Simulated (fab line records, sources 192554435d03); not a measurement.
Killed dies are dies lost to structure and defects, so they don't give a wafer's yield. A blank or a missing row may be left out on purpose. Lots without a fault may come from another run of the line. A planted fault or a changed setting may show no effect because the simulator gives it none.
Which tool did it? | flow n5_finfet | 12 lots, 36 wafers sampled, at 4 steps of a route of 1938

WHAT THE GAUGES READ, wafer by wafer
N5_WELL_APT_INSPECT_38: inspects for defects (darkfield). Usual: raw_defect_count 14, standard deviation 5.2.
lot  | measured    | on                | raw_defect_count | flag
L292 | day 1 16:53 | defect_inspect-02 | 18 3 9           |
L293 | day 1 22:56 | defect_inspect-01 | 6 14 10          |
L294 | day 2 04:55 | defect_inspect-01 | 10 8 12          |
L296 | day 2 16:47 | defect_inspect-02 | 16 21 7          |
L298 | day 3 04:48 | defect_inspect-02 | 13 13 21         |
L300 | day 3 16:40 | defect_inspect-02 | 8 14 13          |
L301 | day 4 00:19 | defect_inspect-01 | 13 17 14         |
L304 | day 4 17:07 | defect_inspect-01 | 19 10 14         |
L310 | day 6 05:59 | defect_inspect-02 | 7 18 19          |
L313 | day 6 22:33 | defect_inspect-01 | 18 28 23         |
L314 | day 7 05:52 | defect_inspect-02 | 6 24 8           |
L315 | day 7 11:02 | defect_inspect-02 | 6 13 14          |

WHICH TOOL RAN EACH LOT (tool, then ch and the chambers of the sampled wafers, then the start)
lot  | N5_ZERO_LAYER_PECVD_02         | N5_WELL_APT_IMPLANT_14         | N5_WELL_APT_RTA_34
L292 | pecvd-03 ch 0,1,2, day 1 12:17 | implanter-02 ch 0, day 1 14:05 | rtp_anneal-02 ch 0, day 1 15:52
L293 | pecvd-01 ch 1,2, day 1 18:17   | implanter-02 ch 0, day 1 19:46 | rtp_anneal-01 ch 0, day 1 21:51
L294 | pecvd-04 ch 0,1,2, day 2 00:17 | implanter-02 ch 0, day 2 02:05 | rtp_anneal-01 ch 0, day 2 04:02
L296 | pecvd-04 ch 0,1, day 2 12:17   | implanter-02 ch 0, day 2 13:52 | rtp_anneal-01 ch 0, day 2 15:42
L298 | pecvd-03 ch 1,2, day 3 00:17   | implanter-02 ch 0, day 3 02:02 | rtp_anneal-01 ch 0, day 3 03:58
L300 | pecvd-01 ch 1,2, day 3 12:17   | implanter-02 ch 0, day 3 14:02 | rtp_anneal-02 ch 0, day 3 15:48
L301 | pecvd-04 ch 0,1,2, day 3 18:17 | implanter-02 ch 0, day 3 21:12 | rtp_anneal-02 ch 0, day 3 23:00
L304 | pecvd-03 ch 1,2, day 4 12:18   | implanter-02 ch 0, day 4 13:55 | rtp_anneal-01 ch 0, day 4 15:46
L310 | pecvd-01 ch 1,2, day 6 00:17   | implanter-01 ch 0, day 6 02:10 | rtp_anneal-02 ch 0, day 6 04:55
L313 | pecvd-03 ch 0,1, day 6 18:17   | implanter-01 ch 0, day 6 19:53 | rtp_anneal-01 ch 0, day 6 21:41
L314 | pecvd-03 ch 0,1,2, day 7 00:17 | implanter-01 ch 0, day 7 02:41 | rtp_anneal-02 ch 0, day 7 04:47
L315 | pecvd-04 ch 1,2, day 7 06:17   | implanter-02 ch 0, day 7 08:04 | rtp_anneal-01 ch 0, day 7 09:57
- N5_ZERO_LAYER_PECVD_02: deposits SiO2 from SiH4/N2O, target thk 10 nm, time 6 s.
- N5_WELL_APT_IMPLANT_14
- N5_WELL_APT_RTA_34: time 10 s.

WHAT THE TOOLS THEMSELVES READ (means of the sampled wafers that have a number; where no wafer has one, the mark that the record gives instead)
N5_ZERO_LAYER_PECVD_02. Usual: heater_power_outer_w 487 W, standard deviation 76; heater_power_w 775 W, standard deviation 88; showerhead_plenum_p_Torr 8.19 Torr, standard deviation 0.14.
lot  | tool     | heater_power_outer_w (W) | heater_power_w (W) | showerhead_plenum_p_Torr (Torr) | flag
L292 | pecvd-03 | 433                      | 731                | 8.16                            |
L293 | pecvd-01 | 492                      | 787                | 8.37                            |
L294 | pecvd-04 | 507                      | 797                | 8.12                            |
L296 | pecvd-04 | 536                      | 824                | 8.12                            |
L298 | pecvd-03 | 425                      | 709                | 8.13                            |
L300 | pecvd-01 | 553                      | 851                | 8.30                            |
L301 | pecvd-04 | 521                      | 798                | 8.12                            |
L304 | pecvd-03 | 423                      | 727                | 8.15                            |
L310 | pecvd-01 | 508                      | 796                | 8.38                            |
L313 | pecvd-03 | 470                      | 766                | 8.05                            |
L314 | pecvd-03 | 437                      | 747                | 8.16                            |
L315 | pecvd-04 | 460                      | 709                | 8.15                            |

N5_WELL_APT_IMPLANT_14. Usual: dose_ions_cm2 1.5003e+13, standard deviation 1.4e+10; faraday_current_uA 189, standard deviation 3.5.
lot  | tool         | dose_ions_cm2 | faraday_current_uA | flag
L292 | implanter-02 | 1.5005e+13    | 187                |
L293 | implanter-02 | 1.4992e+13    | 193                |
L294 | implanter-02 | 1.5009e+13    | 189                |
L296 | implanter-02 | 1.5004e+13    | 188                |
L298 | implanter-02 | 1.5009e+13    | 189                |
L300 | implanter-02 | 1.6550e+13    | 211                | OFF
L301 | implanter-02 | 1.6551e+13    | 209                | OFF
L304 | implanter-02 | 1.6569e+13    | 208                | OFF
L310 | implanter-01 | 1.4989e+13    | 189                |
L313 | implanter-01 | 1.4996e+13    | 186                |
L314 | implanter-01 | 1.5006e+13    | 189                |
L315 | implanter-02 | 1.4992e+13    | 192                |

N5_WELL_APT_RTA_34. Usual: lamp_power_pct 13.01 %, standard deviation 0.052; wafer_temp_C_max 1003.4, standard deviation 1.1.
lot  | tool          | lamp_power_pct (%) | wafer_temp_C_max | flag
L292 | rtp_anneal-02 | 13.00              | 1002.8           |
L293 | rtp_anneal-01 | 13.01              | 1003.3           |
L294 | rtp_anneal-01 | 12.99              | 1002.9           |
L296 | rtp_anneal-01 | 13.04              | 1002.9           |
L298 | rtp_anneal-01 | 13.03              | 1003.0           |
L300 | rtp_anneal-02 | 13.00              | 1003.6           |
L301 | rtp_anneal-02 | 12.98              | 1003.9           |
L304 | rtp_anneal-01 | 12.98              | 1003.6           |
L310 | rtp_anneal-02 | 12.99              | 1004.3           |
L313 | rtp_anneal-01 | 13.01              | 1004.3           |
L314 | rtp_anneal-02 | 13.03              | 1004.4           |
L315 | rtp_anneal-01 | 13.03              | 1003.4           |

THE ANSWER, worked out from the rows above alone
Rule: a lot is off if the mean of its wafers that have a number lies more than 3 standard deviations from the usual mean. A lot without any number at a reading at which 4 lots or more have one is off too. The other lots that the step has rows for count as sound. The gauges are gone through in route order, then the tools' own readings, and for those a lot's mean is taken as printed above. The first step at which some lot is off is used, and at that step the reading that is off furthest; a lot without a number counts as furthest.
Off: L300, L301, L304, at N5_WELL_APT_IMPLANT_14 (dose_ions_cm2).
A tool fits if, at that step or a process step before it, it ran every lot that is off, and no sound lot after the first of them. None of those tried fits.

WHAT THE SIMULATOR HAD PUT IN
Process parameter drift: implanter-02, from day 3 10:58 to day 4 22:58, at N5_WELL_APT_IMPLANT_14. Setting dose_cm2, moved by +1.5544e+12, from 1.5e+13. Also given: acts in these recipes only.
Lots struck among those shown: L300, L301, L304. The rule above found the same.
